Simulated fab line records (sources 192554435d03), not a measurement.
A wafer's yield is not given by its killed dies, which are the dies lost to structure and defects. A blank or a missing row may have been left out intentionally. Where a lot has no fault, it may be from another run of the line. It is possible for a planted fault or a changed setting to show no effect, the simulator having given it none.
fab line records	flow n5_finfet
[record] lots = 24	wafers = 72	last_day = 18
route steps=1938 shown BEOL_M1@788
lots untouched by any fault: they come from a run of this same line in which no faults occurred
start_h: the number of hours between the record's first day and the start of the first shown wafer of the lot	wait_h: how many hours have passed since the lot's step before this one	" the same as in the row above	L1.1+2: a row that stands for several wafers	- value missing, or start not given	* or withheld: withheld	< > ~ a bound
route shown NAME@n: names a module that has steps shown in the file, with the first one's number in the route	usual: average and standard deviation across the fault-free wafers	same: alike in all rows	chamber/n: place in a boat	sites: readings site by site	_std_site: how widely they spread, as a standard deviation	_edge_site: mean of outer sites minus mean of inner sites	radius_mm: for every site, how far away it sits from the centre of the wafer	mask NAME#n: copy n	behind: the most recent tool/chamber to have shaped the wafer	hold: why the lot was held/for how many hours/how that ended	device: the transistor (n, p or np) that didn't switch	end of line: the route-end tests of the same wafers	for a step that has no rows: nothing shown but its recipe	killed: at the first sort, the dies lost to defects and structure; wafer yield is something else	map: a wafer's dies, x killed, . not, _ none there
set.NAME: the run value of the setting; set.NAME@STEP: its run value at that earlier step	model.NAME: the simulator's own value behind a step, which no gauge read
route steps across a sampled set of lots; one table per step, one row per wafer
services: when a tool's chamber went out of use (start_h, in hours from the record's first day, below 0 if earlier), for how many hours, and the reason
[[steps]]
[step N5_BEOL_M1_INSPECT_30]
[recipe] mode = adi	inspect_instrument = brightfield
[usual] raw_defect_count = 440/97
lot.wafer	tool	chamber	start_h	wait_h	raw_defect_count
L074.3	defect_inspect-01	-	126.66	0.0	523
L074.5	"	-	"	"	356
L074.6	"	-	"	"	334
L075.1	defect_inspect-02	-	133.96	0.1	490
L075.3	"	-	"	"	493
L075.5	"	-	"	"	402
L076.2	defect_inspect-01	-	134.25	0.0	424
L076.4	"	-	"	"	483
L076.5	"	-	"	"	468
L077.1	defect_inspect-01	-	145.96	0.1	441
L077.4	"	-	"	"	462
L077.5	"	-	"	"	489
L078.4	defect_inspect-01	-	151.92	0.0	369
L078.5	"	-	"	"	583
L078.6	"	-	"	"	360
L079.4	defect_inspect-02	-	160.35	0.0	315
L079.5	"	-	"	"	362
L079.6	"	-	"	"	371
L080.2	defect_inspect-02	-	166.30	0.0	458
L080.3	"	-	"	"	389
L080.6	"	-	"	"	358
L081.2	defect_inspect-01	-	169.64	0.0	480
L081.3	"	-	"	"	420
L081.5	"	-	"	"	439
L082.2	defect_inspect-02	-	172.74	0.0	436
L082.3	"	-	"	"	393
L082.4	"	-	"	"	395
L083.2	defect_inspect-01	-	176.69	0.0	727
L083.4	"	-	"	"	486
L083.6	"	-	"	"	427
L084.1	defect_inspect-02	-	190.94	0.1	419
L084.2	"	-	"	"	429
L084.3	"	-	"	"	408
L085.3	defect_inspect-02	-	197.04	0.0	320
L085.4	"	-	"	"	288
L085.6	"	-	"	"	301
L087.1	defect_inspect-02	-	203.80	0.1	588
L087.2	"	-	"	"	372
L087.3	"	-	"	"	573
L086.1	defect_inspect-02	-	203.98	0.1	398
L086.5	"	-	"	"	617
L086.6	"	-	"	"	490
L088.2	defect_inspect-02	-	204.04	0.0	506
L088.3	"	-	"	"	395
L088.6	"	-	"	"	428
L089.1	defect_inspect-02	-	219.79	0.1	481
L089.2	"	-	"	"	412
L089.5	"	-	"	"	366
L090.3	defect_inspect-01	-	220.91	0.0	398
L090.5	"	-	"	"	438
L090.6	"	-	"	"	473
L091.1	defect_inspect-02	-	228.88	0.1	444
L091.3	"	-	"	"	784
L091.5	"	-	"	"	627
L092.3	defect_inspect-01	-	234.72	0.0	405
L092.4	"	-	"	"	383
L092.5	"	-	"	"	488
L093.1	defect_inspect-02	-	237.57	0.1	675
L093.3	"	-	"	"	437
L093.4	"	-	"	"	412
L094.1	defect_inspect-01	-	250.34	0.1	541
L094.4	"	-	"	"	432
L094.5	"	-	"	"	446
L095.2	defect_inspect-02	-	255.05	0.0	284
L095.5	"	-	"	"	236
L095.6	"	-	"	"	264
L097.3	defect_inspect-02	-	260.27	0.0	360
L097.5	"	-	"	"	353
L097.6	"	-	"	"	359
L096.2	defect_inspect-02	-	260.54	0.0	290
L096.3	"	-	"	"	321
L096.5	"	-	"	"	500
[step N5_BEOL_M1_ETCHBACK_99]
[recipe] chemistry = CHF3	target = SiO2	target_depth_a = 50	time_s = 10.4	source_w = 215	bias_w = 47	Ar_flow_sccm = 200	CHF3_flow_sccm = 12	ion_energy_ev = 100	pressure_mtorr = 30
[usual] drypump_motor_current_A = 5.7/0.5	oes_product_au = 0.81/0.076	rf_vpp_V = 241/8.7	showerhead_plenum_p_Torr = 2.20/0.081	throttle_valve_pct = 16.98/0.25
[same] time_s = 10.4
lot.wafer	tool	chamber	start_h	wait_h	drypump_motor_current_A	oes_product_au	rf_hours_counter_h	rf_vpp_V	showerhead_plenum_p_Torr	throttle_valve_pct
L074.3	rie_diel-05	2	128.93	2.0	5.1	0.72	177	250	2.24	17.27
L074.5	"	1	"	"	6.3	0.71	-	248	2.22	17.38
L074.6	"	2	"	"	5.1	0.71	-	249	2.24	17.29
L075.1	rie_diel-04	1	135.52	1.3	6.2	0.86	47	245	2.28	17.05
L075.3	"	2	"	"	6.7	0.79	134	222	2.06	17.02
L075.5	"	1	"	"	6.1	0.86	-	243	2.28	17.04
L076.2	rie_diel-05	0	135.52	1.1	5.5	0.77	152	236	2.27	16.91
L076.4	"	3	"	"	5.2	0.86	45	243	2.18	16.77
L076.5	"	2	"	"	5.2	0.72	-	250	2.24	17.27
L077.1	rie_diel-04	2	155.24	9.1	6.7	0.78	142	221	2.06	17.05
L077.4	"	1	"	"	6.1	0.85	55	244	2.28	17.07
L077.5	"	1	"	"	6.2	0.85	-	245	2.28	17.07
L078.4	rie_diel-03	3	155.66	3.5	5.2	0.67	230	236	2.13	17.29
L078.5	"	0	"	"	6.1	0.96	-	241	2.12	16.98
L078.6	"	1	"	"	5.3	0.83	-	255	2.28	16.95
L079.4	rie_diel-04	1	160.95	0.1	6.1	0.85	56	243	2.28	17.05
L079.5	"	0	"	"	5.3	0.91	-	232	2.29	16.45
L079.6	"	3	"	"	5.1	0.80	-	243	2.11	16.70
L080.2	rie_diel-03	3	166.96	0.2	5.2	0.67	234	236	2.13	17.29
L080.3	"	1	"	"	5.3	0.82	55	254	2.28	16.96
L080.6	"	1	"	"	5.3	0.82	-	255	2.28	16.98
L081.2	rie_diel-04	1	170.88	0.4	6.2	0.85	59	245	2.28	17.07
L081.3	"	0	"	"	5.3	0.91	22	232	2.29	16.45
L081.5	"	1	"	"	6.2	0.85	-	242	2.28	17.07
L082.2	rie_diel-05	0	174.74	1.6	5.5	0.75	164	236	2.26	16.92
L082.3	"	3	"	"	5.3	0.84	56	245	2.18	16.80
L082.4	"	2	"	"	5.2	0.70	191	249	2.23	17.29
L083.2	rie_diel-03	0	186.12	8.4	6.1	0.92	17	240	2.11	17.00
L083.4	"	3	"	"	5.2	0.67	239	237	2.13	17.29
L083.6	"	1	"	"	5.3	0.82	-	255	2.28	16.97
L084.1	rie_diel-03	0	191.91	0.3	6.1	0.92	18	239	2.11	16.98
L084.2	"	2	"	"	5.7	0.86	58	243	2.26	16.76
L084.3	"	3	"	"	5.2	0.68	240	236	2.13	17.29
L085.3	rie_diel-05	1	198.69	1.4	6.4	0.69	229	249	2.22	17.43
L085.4	"	0	"	"	5.5	0.74	169	236	2.26	16.95
L085.6	"	2	"	"	5.1	0.70	-	249	2.23	17.31
L087.1	rie_diel-03	1	205.70	1.6	5.3	0.82	66	255	2.27	16.99
L087.2	"	0	"	"	6.1	0.91	23	240	2.11	17.00
L087.3	"	3	"	"	5.2	0.66	245	236	2.13	17.31
L086.1	rie_diel-03	0	214.88	10.6	6.1	0.91	25	240	2.11	17.00
L086.5	"	3	"	"	5.2	0.66	-	235	2.13	17.29
L086.6	"	0	"	"	6.1	0.90	-	239	2.11	17.01
L088.2	rie_diel-04	0	214.92	10.6	5.3	0.88	35	233	2.28	16.49
L088.3	"	2	"	"	6.7	0.76	159	221	2.05	17.08
L088.6	"	3	"	"	5.1	0.78	-	242	2.10	16.72
L089.1	rie_diel-03	3	223.52	3.2	5.2	0.66	250	236	2.13	17.32
L089.2	"	2	"	"	5.7	0.85	64	244	2.25	16.78
L089.5	"	2	"	"	5.7	0.85	-	243	2.25	16.77
L090.3	rie_diel-03	0	223.93	2.6	6.1	0.89	27	240	2.11	17.02
L090.5	"	0	"	"	6.1	0.89	-	239	2.11	17.03
L090.6	"	3	"	"	5.2	0.66	-	235	2.12	17.34
L091.1	rie_diel-05	0	232.23	3.1	5.5	0.74	179	234	2.26	16.97
L091.3	"	2	"	"	5.1	0.69	207	250	2.23	17.33
L091.5	"	3	"	"	5.2	0.82	-	243	2.17	16.82
L092.3	rie_diel-03	2	238.21	3.1	5.7	0.83	69	244	2.25	16.78
L092.4	"	2	"	"	5.7	0.83	-	244	2.25	16.79
L092.5	"	1	"	"	5.3	0.78	-	254	2.27	17.01
L093.1	rie_diel-03	2	239.34	1.6	5.7	0.83	70	243	2.25	16.79
L093.3	"	0	"	"	6.1	0.88	33	240	2.11	17.00
L093.4	"	0	"	"	6.1	0.89	-	240	2.11	17.01
L094.1	rie_diel-04	3	253.76	3.2	5.1	0.77	101	243	2.10	16.75
L094.4	"	0	"	"	5.3	0.86	47	230	2.28	16.50
L094.5	"	1	"	"	6.2	0.82	-	245	2.27	17.10
L095.2	rie_diel-04	1	264.98	9.7	6.1	0.82	87	244	2.27	17.11
L095.5	"	0	"	"	5.3	0.87	-	232	2.28	16.53
L095.6	"	3	"	"	5.1	0.77	-	242	2.10	16.75
L097.3	rie_diel-03	3	268.16	7.5	5.2	0.93	6	236	2.12	16.86
L097.5	"	2	"	"	5.7	0.83	-	245	2.25	16.81
L097.6	"	1	"	"	5.3	0.78	-	253	2.27	17.03
L096.2	rie_diel-04	0	268.18	5.7	5.3	0.86	50	233	2.28	16.52
L096.3	"	2	"	"	6.6	0.76	174	222	2.05	17.09
L096.5	"	2	"	"	6.6	0.76	-	221	2.05	17.12
[step N5_BEOL_M1_STRIP_97]
[recipe] chemistry = N2/H2	time_s = 10	power_w = 450	temp_c = 40	pressure_mtorr = 20	rf_frequency_hz = 6e+07	bias_power_w = 7	n2_flow_sccm = 200	h2_flow_sccm = 200
[usual] drypump_motor_current_A = 5.7/0.51	oes_product_au = 0.81/0.077	rf_vpp_V = 59.3/0.93	showerhead_plenum_p_Torr = 2.59/0.1	throttle_valve_pct = 23.6/0.4
[same] time_s = 10
lot.wafer	tool	chamber	start_h	wait_h	drypump_motor_current_A	oes_product_au	rf_hours_counter_h	rf_vpp_V	showerhead_plenum_p_Torr	throttle_valve_pct
L074.3	rie_diel-05	2	-	-	5.1	0.72	177	60.5	2.62	23.6
L074.5	"	1	"	"	6.4	0.70	-	60.0	2.64	24.4
L074.6	"	2	"	"	5.1	0.72	-	59.2	2.61	23.6
L075.1	rie_diel-04	1	-	-	6.2	0.87	47	58.3	2.68	23.7
L075.3	"	2	"	"	6.7	0.77	134	57.5	2.43	23.6
L075.5	"	1	"	"	6.2	0.87	-	59.4	2.68	23.7
L076.2	rie_diel-05	0	-	-	5.5	0.76	152	62.2	2.62	23.2
L076.4	"	3	"	"	5.2	0.86	45	59.7	2.61	23.6
L076.5	"	2	"	"	5.1	0.72	-	59.2	2.61	23.6
L077.1	rie_diel-04	2	-	-	6.7	0.77	142	59.0	2.43	23.7
L077.4	"	1	"	"	6.2	0.86	55	58.2	2.68	23.7
L077.5	"	1	"	"	6.2	0.87	-	60.6	2.68	23.7
L078.4	rie_diel-03	3	-	-	5.3	0.68	230	57.4	2.48	23.6
L078.5	"	0	"	"	6.1	0.94	-	58.6	2.49	23.6
L078.6	"	1	"	"	5.3	0.84	-	58.9	2.70	23.9
L079.4	rie_diel-04	1	-	-	6.2	0.85	56	59.9	2.68	23.7
L079.5	"	0	"	"	5.3	0.93	-	59.9	2.68	22.5
L079.6	"	3	"	"	5.1	0.81	-	58.7	2.45	23.1
L080.2	rie_diel-03	3	-	-	5.2	0.67	234	59.5	2.48	23.6
L080.3	"	1	"	"	5.3	0.83	55	60.1	2.70	23.9
L080.6	"	1	"	"	5.3	0.83	-	60.7	2.70	23.9
L081.2	rie_diel-04	1	-	-	6.2	0.85	59	59.0	2.68	23.7
L081.3	"	0	"	"	5.3	0.93	22	58.5	2.68	22.6
L081.5	"	1	"	"	6.1	0.86	-	60.1	2.68	23.7
L082.2	rie_diel-05	0	-	-	5.5	0.76	164	60.3	2.62	23.2
L082.3	"	3	"	"	5.2	0.86	56	58.9	2.61	23.6
L082.4	"	2	"	"	5.1	0.70	191	60.2	2.61	23.6
L083.2	rie_diel-03	0	-	-	6.1	0.92	17	59.2	2.49	23.6
L083.4	"	3	"	"	5.2	0.68	239	57.8	2.48	23.6
L083.6	"	1	"	"	5.3	0.82	-	59.5	2.70	23.9
L084.1	rie_diel-03	0	-	-	6.1	0.92	18	59.5	2.49	23.6
L084.2	"	2	"	"	5.7	0.85	59	59.5	2.69	23.7
L084.3	"	3	"	"	5.2	0.68	240	58.6	2.48	23.6
L085.3	rie_diel-05	1	-	-	6.4	0.70	229	59.7	2.63	24.4
L085.4	"	0	"	"	5.5	0.75	169	59.7	2.62	23.2
L085.6	"	2	"	"	5.1	0.71	-	59.8	2.61	23.6
L087.1	rie_diel-03	1	-	-	5.3	0.81	66	57.3	2.69	23.9
L087.2	"	0	"	"	6.1	0.89	23	59.6	2.48	23.6
L087.3	"	3	"	"	5.2	0.67	245	58.9	2.48	23.6
L086.1	rie_diel-03	0	-	-	6.1	0.90	25	58.7	2.48	23.6
L086.5	"	3	"	"	5.2	0.67	-	58.6	2.48	23.6
L086.6	"	0	"	"	6.1	0.89	-	60.0	2.48	23.7
L088.2	rie_diel-04	0	-	-	5.3	0.90	35	59.9	2.68	22.6
L088.3	"	2	"	"	6.7	0.76	159	58.8	2.42	23.7
L088.6	"	3	"	"	5.1	0.81	-	59.4	2.45	23.1
L089.1	rie_diel-03	3	-	-	5.2	0.68	250	61.1	2.48	23.6
L089.2	"	2	"	"	5.7	0.85	64	59.9	2.68	23.7
L089.5	"	2	"	"	5.7	0.84	-	58.7	2.68	23.7
L090.3	rie_diel-03	0	-	-	6.1	0.90	28	59.0	2.48	23.6
L090.5	"	0	"	"	6.1	0.90	-	58.9	2.48	23.6
L090.6	"	3	"	"	5.2	0.68	-	59.3	2.48	23.6
L091.1	rie_diel-05	0	-	-	5.5	0.74	179	59.6	2.61	23.2
L091.3	"	2	"	"	5.2	0.70	207	59.4	2.60	23.6
L091.5	"	3	"	"	5.3	0.83	-	60.4	2.60	23.7
L092.3	rie_diel-03	2	-	-	5.7	0.83	69	60.9	2.68	23.7
L092.4	"	2	"	"	5.7	0.84	-	58.3	2.68	23.7
L092.5	"	1	"	"	5.3	0.79	-	60.9	2.69	23.9
L093.1	rie_diel-03	2	-	-	5.7	0.84	70	58.4	2.68	23.7
L093.3	"	0	"	"	6.1	0.88	34	58.7	2.48	23.7
L093.4	"	0	"	"	6.1	0.89	-	57.3	2.48	23.7
L094.1	rie_diel-04	3	-	-	5.1	0.79	102	59.4	2.45	23.1
L094.4	"	0	"	"	5.3	0.89	47	59.5	2.67	22.6
L094.5	"	1	"	"	6.2	0.83	-	61.2	2.67	23.8
L095.2	rie_diel-04	1	-	-	6.1	0.83	87	60.5	2.67	23.8
L095.5	"	0	"	"	5.3	0.88	-	59.9	2.67	22.6
L095.6	"	3	"	"	5.1	0.80	-	58.8	2.44	23.1
L097.3	rie_diel-03	3	-	-	5.2	0.95	6	59.6	2.47	23.2
L097.5	"	2	"	"	5.7	0.83	-	59.2	2.68	23.7
L097.6	"	1	"	"	5.3	0.79	-	60.0	2.69	23.9
L096.2	rie_diel-04	0	-	-	5.3	0.88	50	59.4	2.67	22.6
L096.3	"	2	"	"	6.6	0.74	174	59.4	2.42	23.7
L096.5	"	2	"	"	6.7	0.74	-	60.1	2.42	23.7
[step N5_BEOL_M1_ANNEAL_49]
[recipe] temp_c = 400	time_s = 240	ambient = vacuum
[usual] heater_power_w = 858/100	susceptor_temp_C_max = 401.0/0.39
[same] time_s = 240
lot.wafer	tool	chamber	start_h	wait_h	heater_power_w	susceptor_temp_C_max
L074.3	pvd_sputter-02	-	131.22	0.0	760	400.7
L074.5	"	-	"	"	755	401.3
L074.6	"	-	"	"	785	401.2
L075.1	pvd_sputter-03	-	137.49	0.0	881	401.0
L075.3	"	-	"	"	877	401.0
L075.5	"	-	"	"	762	400.7
L076.2	pvd_sputter-01	-	137.85	0.0	898	400.5
L076.4	"	-	"	"	933	401.1
L076.5	"	-	"	"	928	400.9
L077.1	pvd_sputter-01	-	156.86	0.0	935	400.9
L077.4	"	-	"	"	944	400.7
L077.5	"	-	"	"	945	401.1
L078.4	pvd_sputter-03	-	158.78	0.0	896	400.8
L078.5	"	-	"	"	901	401.1
L078.6	"	-	"	"	766	400.9
L079.4	pvd_sputter-03	-	162.90	0.0	893	400.9
L079.5	"	-	"	"	876	401.2
L079.6	"	-	"	"	873	400.8
L080.2	pvd_sputter-02	-	168.60	0.0	805	401.3
L080.3	"	-	"	"	1149	400.7
L080.6	"	-	"	"	750	401.7
L081.2	pvd_sputter-02	-	173.10	0.0	745	401.8
L081.3	"	-	"	"	755	401.1
L081.5	"	-	"	"	804	400.9
L082.2	pvd_sputter-01	-	176.47	0.0	919	400.6
L082.3	"	-	"	"	918	400.5
L082.4	"	-	"	"	744	401.1
L083.2	pvd_sputter-02	-	187.51	0.0	764	401.5
L083.4	"	-	"	"	786	401.2
L083.6	"	-	"	"	784	401.3
L084.1	pvd_sputter-01	-	193.67	0.0	917	400.9
L084.2	"	-	"	"	888	400.8
L084.3	"	-	"	"	915	401.0
L085.3	pvd_sputter-01	-	200.25	0.0	903	400.4
L085.4	"	-	"	"	908	400.8
L085.6	"	-	"	"	938	400.6
L087.1	pvd_sputter-02	-	209.05	0.0	1137	400.9
L087.2	"	-	"	"	732	402.5
L087.3	"	-	"	"	789	400.9
L086.1	pvd_sputter-02	-	216.71	0.0	1128	400.8
L086.5	"	-	"	"	1158	401.0
L086.6	"	-	"	"	780	400.7
L088.2	pvd_sputter-01	-	217.60	0.0	756	401.4
L088.3	"	-	"	"	920	400.8
L088.6	"	-	"	"	745	401.0
L089.1	pvd_sputter-03	-	225.74	0.0	870	401.0
L089.2	"	-	"	"	884	400.7
L089.5	"	-	"	"	864	400.6
L090.3	pvd_sputter-01	-	226.05	0.0	889	400.2
L090.5	"	-	"	"	865	400.5
L090.6	"	-	"	"	742	400.9
L091.1	pvd_sputter-01	-	233.96	0.0	881	400.8
L091.3	"	-	"	"	925	400.6
L091.5	"	-	"	"	919	400.6
L092.3	pvd_sputter-03	-	240.17	0.0	884	400.7
L092.4	"	-	"	"	891	400.6
L092.5	"	-	"	"	738	401.1
L093.1	pvd_sputter-03	-	242.01	0.0	871	401.0
L093.3	"	-	"	"	907	400.9
L093.4	"	-	"	"	884	400.6
L094.1	pvd_sputter-03	-	255.74	0.0	740	400.8
L094.4	"	-	"	"	847	401.0
L094.5	"	-	"	"	896	400.9
L095.2	pvd_sputter-02	-	268.47	0.0	725	401.4
L095.5	"	-	"	"	1175	400.7
L095.6	"	-	"	"	762	401.3
L097.3	pvd_sputter-03	-	269.75	0.0	895	400.7
L097.5	"	-	"	"	864	401.2
L097.6	"	-	"	"	737	400.9
L096.2	pvd_sputter-01	-	269.86	0.0	921	400.6
L096.3	"	-	"	"	734	401.7
L096.5	"	-	"	"	752	401.1
[step N5_BEOL_M1_SPUTTER_92]
[recipe] material = Cu	target_thk_a = 45	temp_c = -20	chamber_pressure_pa = 0.07	power_w = withheld	time_s = 8.29
[usual] chuck_gas_flow_sccm = 1.26/0.048	throttle_valve_pct = 29.6/1.3
[same] time_s = 8.29
lot.wafer	tool	chamber	start_h	wait_h	chuck_gas_flow_sccm	throttle_valve_pct
L074.3	pvd_sputter-02	-	132.46	0.1	1.26	28.8
L074.5	"	-	"	"	1.25	28.6
L074.6	"	-	"	"	1.19	30.5
L075.1	pvd_sputter-03	-	138.73	0.1	1.27	31.4
L075.3	"	-	"	"	1.37	32.1
L075.5	"	-	"	"	1.28	28.8
L076.2	pvd_sputter-01	-	139.09	0.1	1.34	28.4
L076.4	"	-	"	"	1.23	29.2
L076.5	"	-	"	"	1.27	29.2
L077.1	pvd_sputter-01	-	158.10	0.1	1.22	28.4
L077.4	"	-	"	"	1.28	29.2
L077.5	"	-	"	"	1.30	28.5
L078.4	pvd_sputter-03	-	160.02	0.1	1.20	32.0
L078.5	"	-	"	"	1.30	31.4
L078.6	"	-	"	"	1.25	28.7
L079.4	pvd_sputter-03	-	164.14	0.1	1.23	32.1
L079.5	"	-	"	"	1.22	29.4
L079.6	"	-	"	"	1.30	31.6
L080.2	pvd_sputter-02	-	169.84	0.1	1.28	30.6
L080.3	"	-	"	"	1.27	28.2
L080.6	"	-	"	"	1.20	28.9
L081.2	pvd_sputter-02	-	174.34	0.1	1.21	29.2
L081.3	"	-	"	"	1.20	28.8
L081.5	"	-	"	"	1.24	30.8
L082.2	pvd_sputter-01	-	177.71	0.1	1.30	28.3
L082.3	"	-	"	"	1.27	29.3
L082.4	"	-	"	"	1.23	30.5
L083.2	pvd_sputter-02	-	188.75	0.1	1.28	29.1
L083.4	"	-	"	"	1.34	30.9
L083.6	"	-	"	"	1.24	30.7
L084.1	pvd_sputter-01	-	194.91	0.1	1.28	28.5
L084.2	"	-	"	"	1.33	28.1
L084.3	"	-	"	"	1.26	29.2
L085.3	pvd_sputter-01	-	201.49	0.1	1.33	27.9
L085.4	"	-	"	"	1.20	28.3
L085.6	"	-	"	"	1.26	29.3
L087.1	pvd_sputter-02	-	210.29	0.1	1.25	28.3
L087.2	"	-	"	"	1.29	28.7
L087.3	"	-	"	"	1.24	30.7
L086.1	pvd_sputter-02	-	217.95	0.1	1.26	28.1
L086.5	"	-	"	"	1.26	28.1
L086.6	"	-	"	"	1.32	28.9
L088.2	pvd_sputter-01	-	218.84	0.1	1.11	30.7
L088.3	"	-	"	"	1.19	28.3
L088.6	"	-	"	"	1.22	30.5
L089.1	pvd_sputter-03	-	226.98	0.1	1.33	29.4
L089.2	"	-	"	"	1.27	31.5
L089.5	"	-	"	"	1.23	31.6
L090.3	pvd_sputter-01	-	227.29	0.1	1.30	27.8
L090.5	"	-	"	"	1.28	28.2
L090.6	"	-	"	"	1.23	30.7
L091.1	pvd_sputter-01	-	235.20	0.1	1.28	28.3
L091.3	"	-	"	"	1.26	28.3
L091.5	"	-	"	"	1.31	29.7
L092.3	pvd_sputter-03	-	241.41	0.1	1.22	31.5
L092.4	"	-	"	"	1.25	31.9
L092.5	"	-	"	"	1.29	28.8
L093.1	pvd_sputter-03	-	243.25	0.1	1.29	29.4
L093.3	"	-	"	"	1.24	31.5
L093.4	"	-	"	"	1.26	31.7
L094.1	pvd_sputter-03	-	256.98	0.1	1.28	28.7
L094.4	"	-	"	"	1.25	29.3
L094.5	"	-	"	"	1.35	31.3
L095.2	pvd_sputter-02	-	269.71	0.1	1.23	29.0
L095.5	"	-	"	"	1.25	28.2
L095.6	"	-	"	"	1.32	29.1
L097.3	pvd_sputter-03	-	270.99	0.1	1.23	31.9
L097.5	"	-	"	"	1.40	29.4
L097.6	"	-	"	"	1.24	29.0
L096.2	pvd_sputter-01	-	271.10	0.1	1.25	29.5
L096.3	"	-	"	"	1.27	30.8
L096.5	"	-	"	"	1.15	30.7
[step N5_BEOL_M1_ANNEAL_51]
[recipe] temp_c = 225	time_s = 90	ambient = N2
[usual] wafer_temp_C_max = 226.2/0.47
[same] time_s = 90
lot.wafer	tool	chamber	start_h	wait_h	wafer_temp_C_max
L074.3	rtp_anneal-02	0	133.19	0.1	226.4
L074.5	"	0	"	"	226.1
L074.6	"	0	"	"	226.7
L075.1	rtp_anneal-02	0	139.36	0.1	226.9
L075.3	"	0	"	"	226.6
L075.5	"	0	"	"	227.0
L076.2	rtp_anneal-02	0	139.79	0.1	226.9
L076.4	"	0	"	"	226.8
L076.5	"	0	"	"	226.7
L077.1	rtp_anneal-01	0	158.73	0.1	226.3
L077.4	"	0	"	"	225.9
L077.5	"	0	"	"	226.0
L078.4	rtp_anneal-01	0	160.79	0.2	225.8
L078.5	"	0	"	"	225.7
L078.6	"	0	"	"	225.7
L079.4	rtp_anneal-01	0	165.08	0.4	225.7
L079.5	"	0	"	"	225.8
L079.6	"	0	"	"	225.9
L080.2	rtp_anneal-01	0	170.52	0.1	226.2
L080.3	"	0	"	"	226.1
L080.6	"	0	"	"	225.7
L081.2	rtp_anneal-02	0	175.02	0.1	226.7
L081.3	"	0	"	"	226.6
L081.5	"	0	"	"	226.6
L082.2	rtp_anneal-02	0	178.39	0.1	226.4
L082.3	"	0	"	"	226.0
L082.4	"	0	"	"	226.3
L083.2	rtp_anneal-01	0	189.43	0.1	225.7
L083.4	"	0	"	"	226.2
L083.6	"	0	"	"	225.6
L084.1	rtp_anneal-01	0	195.54	0.1	226.1
L084.2	"	0	"	"	226.0
L084.3	"	0	"	"	226.2
L085.3	rtp_anneal-01	0	202.26	0.2	225.8
L085.4	"	0	"	"	225.6
L085.6	"	0	"	"	225.9
L087.1	rtp_anneal-01	0	211.16	0.3	226.0
L087.2	"	0	"	"	226.3
L087.3	"	0	"	"	225.8
L086.1	rtp_anneal-01	0	218.58	0.1	225.6
L086.5	"	0	"	"	225.6
L086.6	"	0	"	"	225.5
L088.2	rtp_anneal-02	0	220.74	1.3	227.6
L088.3	"	0	"	"	226.7
L088.6	"	0	"	"	226.9
L089.1	rtp_anneal-01	0	227.62	0.1	226.1
L089.2	"	0	"	"	226.0
L089.5	"	0	"	"	225.7
L090.3	rtp_anneal-01	0	228.34	0.4	225.7
L090.5	"	0	"	"	225.9
L090.6	"	0	"	"	225.9
L091.1	rtp_anneal-02	0	235.84	0.1	226.5
L091.3	"	0	"	"	226.2
L091.5	"	0	"	"	227.1
L092.3	rtp_anneal-01	0	242.14	0.1	226.1
L092.4	"	0	"	"	225.9
L092.5	"	0	"	"	225.9
L093.1	rtp_anneal-02	0	243.90	0.1	226.4
L093.3	"	0	"	"	226.7
L093.4	"	0	"	"	226.5
L094.1	rtp_anneal-02	0	257.62	0.1	227.1
L094.4	"	0	"	"	226.3
L094.5	"	0	"	"	227.0
L095.2	rtp_anneal-02	0	270.39	0.1	226.8
L095.5	"	0	"	"	227.1
L095.6	"	0	"	"	226.5
L097.3	rtp_anneal-01	0	271.72	0.1	226.0
L097.5	"	0	"	"	225.8
L097.6	"	0	"	"	225.9
L096.2	rtp_anneal-01	0	271.94	0.3	225.8
L096.3	"	0	"	"	225.9
L096.5	"	0	"	"	225.7
[[services]]
tool	chamber	start_h	hours	kind
rie_diel-03	0	106.18	2.4	repair
rie_diel-03	0	108.61	-	clean
rie_diel-03	0	108.61	-	consumable_replace:focus_ring
rie_diel-03	0	108.61	27.6	scheduled_down
rie_diel-03	0	108.61	27.6	vent_cycle
rtp_anneal-02	-	112.97	3.1	pm
rie_diel-04	3	137.60	7.0	repair
rie_diel-03	-	157.63	0.1	repair
rie_diel-05	1	164.37	3.9	repair
rie_diel-03	3	179.41	1.8	repair
rie_diel-03	3	224.30	-	clean
rie_diel-03	3	224.30	-	consumable_replace:focus_ring
rie_diel-03	3	224.30	24.5	scheduled_down
rie_diel-03	3	224.30	24.5	vent_cycle
rie_diel-05	1	261.35	-	clean
rie_diel-05	1	261.35	-	consumable_replace:focus_ring
rie_diel-05	1	261.35	15.8	scheduled_down
rie_diel-05	1	261.35	15.8	vent_cycle
[[key]]
fault none
